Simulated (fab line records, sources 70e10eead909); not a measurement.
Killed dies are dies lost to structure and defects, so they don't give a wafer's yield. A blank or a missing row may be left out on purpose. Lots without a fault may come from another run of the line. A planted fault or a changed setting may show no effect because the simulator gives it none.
fab line records | flow nand_harc
record lots=6 wafers=18 last_day=33
route steps=1302 shown A_SOURCE_PLATE@416 A_ONON_D1@424 END@1302
lots that met no fault: from a run of the same line without faults
start_h: hours from the record's first day to the start of the lot's first wafer shown | wait_h: hours since the lot's step before | " the same as in the row above | L1.1+2: a row that stands for several wafers | - no value, or no start given | * or withheld: withheld | < > ~ a bound
route shown NAME@n: a module of which the file shows steps, and the number in the route of the first | usual: mean/standard deviation of fault-free wafers | same: alike in all rows | chamber/n: place in a boat | sites: the reading at each site | _std_site: their standard deviation | _edge_site: outer sites' mean less inner sites' | radius_mm: how far each site lies from the wafer's centre | mask NAME#n: copy n | behind: the tool/chamber that last shaped the wafer | hold: why the lot was held/for how many hours/how that ended | device: the transistor (n, p or np) that didn't switch | end of line: the same wafers' tests at the end of the route | a step without rows: its recipe alone | killed: dies lost to structure and defects at the first sort, not the wafer's yield | map: a wafer's dies, x killed, . not, _ none there
set.NAME: the setting as run; set.NAME@STEP: as run at that earlier step | model.NAME: the simulator's own value behind a step, which no gauge read
lots at some steps of the route; a table a step, a row a wafer
services: from which hour (start_h, from the record's first day; less than 0 if before it) a tool's chamber was out of use, for how many hours, and why
## steps
# step NHARC_A_SOURCE_PLATE_THK_MEAS_09
# recipe thk_meas_gauge=ellipsometry
# usual thk_nm=9.7/1
# columns lot.wafer tool chamber start_h wait_h thk_nm
L730.3 film_metro-02 - 202.40 0.4 10.9
L730.4 " - " " 10.5
L730.5 " - " " 9.6
L736.2 film_metro-02 - 259.81 0.4 8.0
L736.3 " - " " 9.2
L736.6 " - " " 10.0
L743.1 film_metro-01 - 329.46 0.4 9.6
L743.2 " - " " 9.4
L743.6 " - " " 9.0
L744.4 film_metro-01 - 335.79 0.4 9.3
L744.5 " - " " 7.7
L744.6 " - " " 8.9
L745.1 film_metro-01 - 357.18 0.4 11.4
L745.4 " - " " 10.3
L745.6 " - " " 8.4
L747.1 film_metro-02 - 368.28 0.4 9.8
L747.4 " - " " 8.7
L747.5 " - " " 10.1
# step NHARC_A_SOURCE_PLATE_PVD_04
# recipe target_thk_a=500 material=WSi2
# step NHARC_A_SOURCE_PLATE_CVD_03
# recipe target_thk_a=2000 temp_c=620 pressure_mtorr=200 time_s=4000 material=poly-Si
# step NHARC_A_SOURCE_PLATE_ANNEAL_05
# recipe temp_c=850 time_s=1800
# step NHARC_A_SOURCE_PLATE_THK_MEAS_06
# recipe thk_meas_gauge=ellipsometry
# usual thk_nm=199.5/2.2
# columns lot.wafer tool chamber start_h wait_h thk_nm
L730.3 film_metro-01 - 217.09 0.4 199.0
L730.4 " - " " 200.1
L730.5 " - " " 200.8
L736.2 film_metro-02 - 273.17 0.4 199.1
L736.3 " - " " 196.3
L736.6 " - " " 195.0
L743.1 film_metro-01 - 342.44 0.4 201.2
L743.2 " - " " 200.1
L743.6 " - " " 199.2
L744.4 film_metro-01 - 348.78 0.4 199.1
L744.5 " - " " 200.5
L744.6 " - " " 196.7
L745.1 film_metro-02 - 371.13 0.4 199.2
L745.4 " - " " 197.7
L745.6 " - " " 199.2
L747.1 film_metro-01 - 381.37 0.4 199.3
L747.4 " - " " 201.4
L747.5 " - " " 198.9
# step NHARC_A_SOURCE_PLATE_INSPECT_08
# usual raw_defect_count=59/23
# columns lot.wafer tool chamber start_h wait_h raw_defect_count
L730.3 defect_inspect-02 - 217.19 0.0 63
L730.4 " - " " 58
L730.5 " - " " 48
L736.2 defect_inspect-01 - 273.23 0.0 34
L736.3 " - " " 40
L736.6 " - " " 29
L743.1 defect_inspect-02 - 342.55 0.0 60
L743.2 " - " " 43
L743.6 " - " " 87
L744.4 defect_inspect-01 - 348.89 0.0 58
L744.5 " - " " 50
L744.6 " - " " 48
L745.1 defect_inspect-01 - 371.19 0.0 47
L745.4 " - " " 69
L745.6 " - " " 106
L747.1 defect_inspect-02 - 381.44 0.0 43
L747.4 " - " " 48
L747.5 " - " " 50
# step NHARC_A_ONON_D1_DEP_00
# recipe target_thk_a=10000 n2_flow_sccm=2750 n2o_flow_sccm=2000 nh3_flow_sccm=500 sih4_flow_sccm=210 temp_c=400
# step NHARC_A_ONON_D1_THK_MEAS_02
# recipe thk_meas_gauge=ellipsometry
# usual thk_nm=998/9.9
# columns lot.wafer tool chamber start_h wait_h thk_nm
L730.3 film_metro-01 - 217.77 - 995
L730.4 " - " " 994
L730.5 " - " " 994
L736.2 film_metro-02 - 273.81 - 982
L736.3 " - " " 983
L736.6 " - " " 981
L743.1 film_metro-01 - 343.13 - 999
L743.2 " - " " 998
L743.6 " - " " 999
L744.4 film_metro-01 - 349.49 - 1011
L744.5 " - " " 1010
L744.6 " - " " 1010
L745.1 film_metro-01 - 371.77 - 1001
L745.4 " - " " 1002
L745.6 " - " " 1003
L747.1 film_metro-01 - 382.02 - 992
L747.4 " - " " 993
L747.5 " - " " 990
# step NHARC_A_ONON_D1_DEP_03
# recipe target_thk_a=10000 n2_flow_sccm=2750 n2o_flow_sccm=2000 nh3_flow_sccm=500 sih4_flow_sccm=210 temp_c=400
# step NHARC_A_ONON_D1_THK_MEAS_05
# recipe thk_meas_gauge=ellipsometry
# usual thk_nm=1001/9.3
# columns lot.wafer tool chamber start_h wait_h thk_nm
L730.3 film_metro-01 - 218.34 - 984
L730.4 " - " " 983
L730.5 " - " " 984
L736.2 film_metro-01 - 274.38 - 1008
L736.3 " - " " 1009
L736.6 " - " " 1009
L743.1 film_metro-02 - 343.70 - 989
L743.2 " - " " 989
L743.6 " - " " 991
L744.4 film_metro-01 - 350.05 - 1001
L744.5 " - " " 1004
L744.6 " - " " 1003
L745.1 film_metro-02 - 372.33 - 997
L745.4 " - " " 997
L745.6 " - " " 996
L747.1 film_metro-01 - 382.59 - 1002
L747.4 " - " " 1004
L747.5 " - " " 1004
# step NHARC_A_ONON_D1_DEP_06
# recipe target_thk_a=10000 n2_flow_sccm=2750 n2o_flow_sccm=2000 nh3_flow_sccm=500 sih4_flow_sccm=210 temp_c=400
# usual susceptor_temp_C=400.03/0.22
# columns lot.wafer tool chamber start_h wait_h susceptor_temp_C
L730.3 pecvd_onon-04 0 218.51 0.2 400.02
L730.4 " 0 " " 400.12
L730.5 " 0 " " 400.02
L736.2 pecvd_onon-04 0 274.49 0.1 400.33
L736.3 " 0 " " 399.93
L736.6 " 0 " " 400.14
L743.1 pecvd_onon-04 0 343.75 0.1 399.88
L743.2 " 0 " " 399.89
L743.6 " 0 " " 399.80
L744.4 pecvd_onon-04 0 350.28 0.2 400.11
L744.5 " 0 " " 400.02
L744.6 " 0 " " 400.08
L745.1 pecvd_onon-01 0 372.38 0.1 400.08
L745.4 " 0 " " 399.84
L745.6 " 0 " " 400.17
L747.1 pecvd_onon-03 0 382.65 0.1 400.32
L747.4 " 0 " " 399.90
L747.5 " 0 " " 399.98
# step NHARC_A_ONON_D1_THK_MEAS_08
# recipe thk_meas_gauge=ellipsometry
# usual thk_nm=999/10
# columns lot.wafer tool chamber start_h wait_h thk_nm
L730.3 film_metro-01 - 218.90 - 1002
L730.4 " - " " 1005
L730.5 " - " " 1004
L736.2 film_metro-02 - 274.94 - 989
L736.3 " - " " 989
L736.6 " - " " 989
L743.1 film_metro-02 - 344.27 - 514
L743.2 " - " " 515
L743.6 " - " " 514
L744.4 film_metro-01 - 350.62 - 531
L744.5 " - " " 533
L744.6 " - " " 532
L745.1 film_metro-01 - 372.89 - 994
L745.4 " - " " 995
L745.6 " - " " 991
L747.1 film_metro-01 - 383.16 - 1010
L747.4 " - " " 1012
L747.5 " - " " 1007
# step NHARC_A_ONON_D1_DEP_09
# recipe target_thk_a=10000 n2_flow_sccm=2750 n2o_flow_sccm=2000 nh3_flow_sccm=500 sih4_flow_sccm=210 temp_c=400
# step NHARC_END_SORT_01
# recipe temp_c=25
# usual killed_at_array=52/20 killed_at_other=1.0/1.3 killed_at_periphery=3.7/2.2 killed_dies=57/20 killed_open=3.2/1.6 killed_short=2.4/1.6
# same gross_dies=677
# columns lot.wafer tool chamber start_h wait_h killed_at_array killed_at_other killed_at_periphery killed_dies killed_open killed_short
L730.3 prober-02 0 625.98 3.1 59 0 0 59 1 2
L730.4 prober-02 0 626.77 3.4 66 1 4 71 2 3
L730.5 prober-02 0 627.56 3.7 59 0 1 60 2 2
L743.1 prober-02 0 747.33 2.4 672 2 3 677 3 4
L743.2 prober-02 0 748.12 2.7 672 3 2 677 2 3
L743.6 prober-02 0 751.26 3.9 676 0 1 677 4 3
L744.4 prober-01 0 763.99 3.4 670 1 6 677 4 4
L744.5 prober-01 0 764.79 3.7 671 2 4 677 2 3
L744.6 prober-01 0 765.60 4.0 671 1 5 677 4 3
# killed by level:class
L730.3 A_CHANNEL_HOLE_D2:chamber_film_flake=24 A_SLIT:chamber_film_flake=24 A_STAIRCASE:chamber_film_flake=4 A_WL_FILL:chamber_film_flake=2 A_ONON_D1:geometric_particle:short=1 A_DECK1_JOINT:geometric_particle:short=1 A_CHANNEL_FILL_D2:geometric_particle:open=1 A_CONTACT:chamber_film_flake=1
L730.4 A_SLIT:chamber_film_flake=28 A_CHANNEL_HOLE_D2:chamber_film_flake=26 A_CHANNEL_HOLE_D1:chamber_film_flake=5 A_WL_FILL:chamber_film_flake=3 P_CONTACT:geometric_particle:short=1 P_CONTACT:geometric_particle:open=1 P_M0:geometric_particle:short=1 A_WL_FILL:geometric_particle:short=1
L730.5 A_CHANNEL_HOLE_D2:chamber_film_flake=24 A_SLIT:chamber_film_flake=23 A_CONTACT:chamber_film_flake=2 A_CHANNEL_FILL_D1:geometric_particle:short=1 A_CHANNEL_FILL_D2:geometric_particle:short=1 A_SGD_CUT:geometric_particle:open=1 A_SLIT:geometric_particle:open=1 P_GATE:chamber_film_flake=1
L743.1 A_ONON_D1:area_dep=629 A_CHANNEL_HOLE_D2:chamber_film_flake=16 A_CHANNEL_HOLE_D1:chamber_film_flake=7 A_SLIT:chamber_film_flake=5 A_CONTACT:chamber_film_flake=4 A_M1:chamber_film_flake=3 A_ONON_D1:geometric_particle:short=2 THIN_TSV:chamber_film_flake=2
L743.2 A_ONON_D1:area_dep=621 A_CHANNEL_HOLE_D2:chamber_film_flake=24 A_CHANNEL_HOLE_D1:chamber_film_flake=10 A_SLIT:chamber_film_flake=6 A_CONTACT:chamber_film_flake=5 THIN_TSV:chamber_film_flake=3 A_CHANNEL_FILL_D1:chamber_film_flake=2 P_GATE:geometric_particle:short=1
L743.6 A_ONON_D1:area_dep=632 A_CHANNEL_HOLE_D2:chamber_film_flake=18 A_CHANNEL_HOLE_D1:chamber_film_flake=7 A_CHANNEL_FILL_D1:chamber_film_flake=4 A_CONTACT:chamber_film_flake=4 A_ONON_D1:geometric_particle:open=2 A_STAIRCASE:chamber_film_flake=2 P_M0:geometric_particle:short=1
L744.4 A_ONON_D1:area_dep=595 A_SLIT:chamber_film_flake=31 A_CHANNEL_HOLE_D1:chamber_film_flake=26 A_CONTACT:chamber_film_flake=12 P_CONTACT:geometric_particle:open=2 P_GATE:chamber_film_flake=2 P_GATE:geometric_particle:open=1 A_ONON_D1:geometric_particle:short=1
L744.5 A_ONON_D1:area_dep=598 A_SLIT:chamber_film_flake=34 A_CHANNEL_HOLE_D1:chamber_film_flake=29 A_CONTACT:chamber_film_flake=5 P_GATE:chamber_film_flake=2 THIN_TSV:chamber_film_flake=2 P_M2:geometric_particle:open=1 A_ONON_D1:geometric_particle:open=1
L744.6 A_ONON_D1:area_dep=584 A_SLIT:chamber_film_flake=34 A_CHANNEL_HOLE_D1:chamber_film_flake=28 A_CONTACT:chamber_film_flake=13 A_WL_FILL:geometric_particle:short=3 A_STAIRCASE:chamber_film_flake=3 A_CHANNEL_FILL_D2:geometric_particle:open=2 P_GATE:chamber_film_flake=2
# map L743.1 (x killed, . not)
____________x____________
_________xxxxxxx_________
_______xxxxxxxxxxx_______
______xxxxxxxxxxxxx______
_____xxxxxxxxxxxxxxx_____
____xxxxxxxxxxxxxxxxx____
____xxxxxxxxxxxxxxxxx____
___xxxxxxxxxxxxxxxxxxx___
___xxxxxxxxxxxxxxxxxxx___
__xxxxxxxxxxxxxxxxxxxxx__
__xxxxxxxxxxxxxxxxxxxxx__
_xxxxxxxxxxxxxxxxxxxxxxx_
_xxxxxxxxxxxxxxxxxxxxxxx_
_xxxxxxxxxxxxxxxxxxxxxxx_
_xxxxxxxxxxxxxxxxxxxxxxx_
_xxxxxxxxxxxxxxxxxxxxxxx_
xxxxxxxxxxxxxxxxxxxxxxxxx
xxxxxxxxxxxxxxxxxxxxxxxxx
xxxxxxxxxxxxxxxxxxxxxxxxx
xxxxxxxxxxxxxxxxxxxxxxxxx
xxxxxxxxxxxxxxxxxxxxxxxxx
_xxxxxxxxxxxxxxxxxxxxxxx_
_xxxxxxxxxxxxxxxxxxxxxxx_
_xxxxxxxxxxxxxxxxxxxxxxx_
_xxxxxxxxxxxxxxxxxxxxxxx_
_xxxxxxxxxxxxxxxxxxxxxxx_
__xxxxxxxxxxxxxxxxxxxxx__
__xxxxxxxxxxxxxxxxxxxxx__
___xxxxxxxxxxxxxxxxxxx___
___xxxxxxxxxxxxxxxxxxx___
____xxxxxxxxxxxxxxxxx____
____xxxxxxxxxxxxxxxxx____
_____xxxxxxxxxxxxxxx_____
______xxxxxxxxxxxxx______
_______xxxxxxxxxxx_______
_________xxxxxxx_________
____________x____________
# map L744.4 (x killed, . not)
____________x____________
_________xxxxxxx_________
_______xxxxxxxxxxx_______
______xxxxxxxxxxxxx______
_____xxxxxxxxxxxxxxx_____
____xxxxxxxxxxxxxxxxx____
____xxxxxxxxxxxxxxxxx____
___xxxxxxxxxxxxxxxxxxx___
___xxxxxxxxxxxxxxxxxxx___
__xxxxxxxxxxxxxxxxxxxxx__
__xxxxxxxxxxxxxxxxxxxxx__
_xxxxxxxxxxxxxxxxxxxxxxx_
_xxxxxxxxxxxxxxxxxxxxxxx_
_xxxxxxxxxxxxxxxxxxxxxxx_
_xxxxxxxxxxxxxxxxxxxxxxx_
_xxxxxxxxxxxxxxxxxxxxxxx_
xxxxxxxxxxxxxxxxxxxxxxxxx
xxxxxxxxxxxxxxxxxxxxxxxxx
xxxxxxxxxxxxxxxxxxxxxxxxx
xxxxxxxxxxxxxxxxxxxxxxxxx
xxxxxxxxxxxxxxxxxxxxxxxxx
_xxxxxxxxxxxxxxxxxxxxxxx_
_xxxxxxxxxxxxxxxxxxxxxxx_
_xxxxxxxxxxxxxxxxxxxxxxx_
_xxxxxxxxxxxxxxxxxxxxxxx_
_xxxxxxxxxxxxxxxxxxxxxxx_
__xxxxxxxxxxxxxxxxxxxxx__
__xxxxxxxxxxxxxxxxxxxxx__
___xxxxxxxxxxxxxxxxxxx___
___xxxxxxxxxxxxxxxxxxx___
____xxxxxxxxxxxxxxxxx____
____xxxxxxxxxxxxxxxxx____
_____xxxxxxxxxxxxxxx_____
______xxxxxxxxxxxxx______
_______xxxxxxxxxxx_______
_________xxxxxxx_________
____________x____________
## services
# columns tool chamber start_h hours kind
pecvd_onon-03 - 227.00 13.0 pm
pecvd_onon-01 - 269.09 13.0 pm
pecvd_onon-04 - 311.12 13.0 pm
pecvd_onon-03 - 322.61 9.6 repair
## key
first_sign step=NHARC_A_ONON_D1_THK_MEAS_08 reading=thk_nm direction=down sigmas=46 usual=999 struck=523
effect step=NHARC_END_SORT_01 reading=killed_at_array direction=up sigmas=31 usual=52 struck=672
more_kills_born_at NHARC_A_ONON_D1_DEP_06@pecvd_onon-04=3659
met_at NHARC_A_ONON_D1_DEP_06
struck_wafers L743.1,L743.2,L743.6,L744.4,L744.5,L744.6
later_rows_left_out L743.1,L743.2,L743.6,L744.4,L744.5,L744.6
tester_left_out L743,L744
onset_between 274.49 343.75
fault kind=process_parameter_drift tool=pecvd_onon-04 chamber=0 onset_h=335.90 steps=NHARC_A_ONON_D1_DEP_06 channel=target_thk_a offset=* shape=step end_h=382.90 acts_in=* stated=*
# tester_left_out: of these lots the tester's yield and bins aren't shown, on N5 and GAA mostly nor the transistor test; their killed dies are dies lost to structure and defects alone, not to doping, threshold or leakage, so they don't give the yield
# later_rows_left_out: the simulator's readings of these wafers behind a module that went badly wrong aren't trusted and aren't shown, but for the sort
